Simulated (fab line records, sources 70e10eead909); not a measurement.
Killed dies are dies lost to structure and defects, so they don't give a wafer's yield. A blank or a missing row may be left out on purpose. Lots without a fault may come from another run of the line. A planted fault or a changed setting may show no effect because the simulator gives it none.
A struck lot beside a sound one | flow nand_harc | 19 steps out of a route of 1159
Sound: wafers L699.1, L699.2, L699.6. Struck: wafer L708.2. (L708.5 of the same lot was not struck and is left out.) The cause comes at the end.
At each step with rows: each side's tool, then ch and its chambers, then its first start. Under that, the readings that differ: sound wafers | struck wafers | difference of the means | sigmas: that difference in standard deviations of wafers without a fault.
alike: readings whose means differ by less than 2 such deviations, and words and numbers that are the same on both sides. not compared: withheld readings, readings that some wafer has no value for, bounds like >300 that may hide the same value, and numbers for which the record gives no deviation and whose values overlap.
The two part at a step that has a row with sigmas, a row that says differs or no value, or rows on one side only. Numbers that don't overlap but have no deviation are shown without sigmas and don't part them. A reading that every wafer of one side lacks parts them only if that side has two wafers or more.

first, 3 steps without rows for these wafers: NHARC_P_GATE_SRD_72; NHARC_P_GATE_OXIDE_16 (material SiO2, target thk 3 nm, ox time 392 s); NHARC_P_GATE_CVD_17 (deposits poly-Si, target thk 150 nm, time 900 s).
NHARC_P_GATE_HM_DEP_102: deposits aC, target thk 120 nm.
  sound on acl_dep-02 ch 0, day 6 00:37; struck on acl_dep-03 ch 0, day 8 05:26
  alike: throttle_valve_pct
NHARC_P_GATE_DEP_103: deposits SiON, target thk 30 nm.
  sound on pecvd-04 ch 1,2, day 6 01:17; struck on pecvd-04 ch 0, day 8 06:08
  reading            | sound       | struck | difference | sigmas
  heater_power_w (W) | 841 959 937 | 685    | -227       | -2
then, 7 steps without rows for these wafers: NHARC_P_GATE_DEHYDRATE_18 (time 120 s); NHARC_P_GATE_HMDS_19 (time 30 s); NHARC_P_GATE_COAT_20 (resist thk 90 nm); NHARC_P_GATE_SOFTBAKE_21 (time 55 s); NHARC_P_GATE_EBR_22; NHARC_P_GATE_EXPOSE_23 (exposes mask P GATE, target cd 120 nm); NHARC_P_GATE_PEB_24 (peb time 65 s).
NHARC_P_GATE_DEVELOP_25: develop time 35 s.
  sound on litho_track-04 ch 0, day 6 01:00; struck on litho_track-04 ch 0, day 8 06:00
  alike: exhaust_pa
NHARC_P_GATE_CD_MEAS_26: target cd 120 nm.
  sound on cd_sem-02 ch 0, day 6 01:57; struck on cd_sem-03 ch 0, day 8 06:41
  reading    | sound             | struck | difference | sigmas
  cd_nm (nm) | 120.5 120.1 120.2 | 118.9  | -1.4       | -3
NHARC_P_GATE_OVL_MEAS_27:
  sound on overlay-01, day 6 02:02; struck on overlay-01, day 8 06:47
  alike: overlay_x_nm, overlay_y_nm
NHARC_P_GATE_INSPECT_28:
  sound on defect_inspect-02, day 6 02:05; struck on defect_inspect-02, day 8 06:49
  reading          | sound    | struck | difference | sigmas
  raw_defect_count | 14 15 10 | 5      | -8         | -2
NHARC_P_GATE_DESCUM_31: chemistry O2, time 3 s.
  sound on rie_diel-13 ch 0,1,2, day 6 02:09; struck on rie_diel-07 ch 0, day 8 06:52
  reading                         | sound             | struck | difference | sigmas
  drypump_motor_current_A (A)     | 5.7 5.5 6.3       | 5.0    | -0.8       | -2
  showerhead_plenum_p_Torr (Torr) | 1.78 1.93 1.83    | 2.04   | +0.19      | +2
  model.P_GATE.cd_nm (nm)         | 120.4 120.2 119.7 | 119.1  | -1.0       |
  alike: mfc_ar_sccm, oes_product_au, rf_vpp_V, throttle_valve_pct
  not compared: rf_hours_counter_h
NHARC_P_GATE_ETCH_104: etches the open film in CF4/CHF3, target depth 60 nm.
  sound on rie_diel-13 ch 2,3, day 6 02:14; struck on rie_diel-07 ch 0, day 8 06:58
  reading                         | sound             | struck | difference | sigmas
  rf_vpp_V (V)                    | 371.3 367.8 368.8 | 374.4  | +5.1       | +2
  showerhead_plenum_p_Torr (Torr) | 1.56 1.47 1.56    | 1.67   | +0.14      | +2
  alike: drypump_motor_current_A, mfc_ar_sccm, oes_product_au, throttle_valve_pct
-- the record jumps here: 15 days lie between the struck wafers' starts before and after (it left off in module P_GATE and takes up again in module END, whose first step shown is number 1159 of the route) --
NHARC_END_SORT_01:
  sound on prober-01 ch 0, day 20 16:16; struck on prober-01 ch 0, day 23 13:18
  alike: killed_at_array, killed_at_other, killed_at_periphery, killed_dies, killed_open, killed_short

WHERE THEY PART
First at NHARC_P_GATE_DEP_103; last, within this record, at NHARC_P_GATE_ETCH_104. Later steps at which nothing parts them and some readings are alike: NHARC_END_SORT_01.

WHY: what the simulator had put in
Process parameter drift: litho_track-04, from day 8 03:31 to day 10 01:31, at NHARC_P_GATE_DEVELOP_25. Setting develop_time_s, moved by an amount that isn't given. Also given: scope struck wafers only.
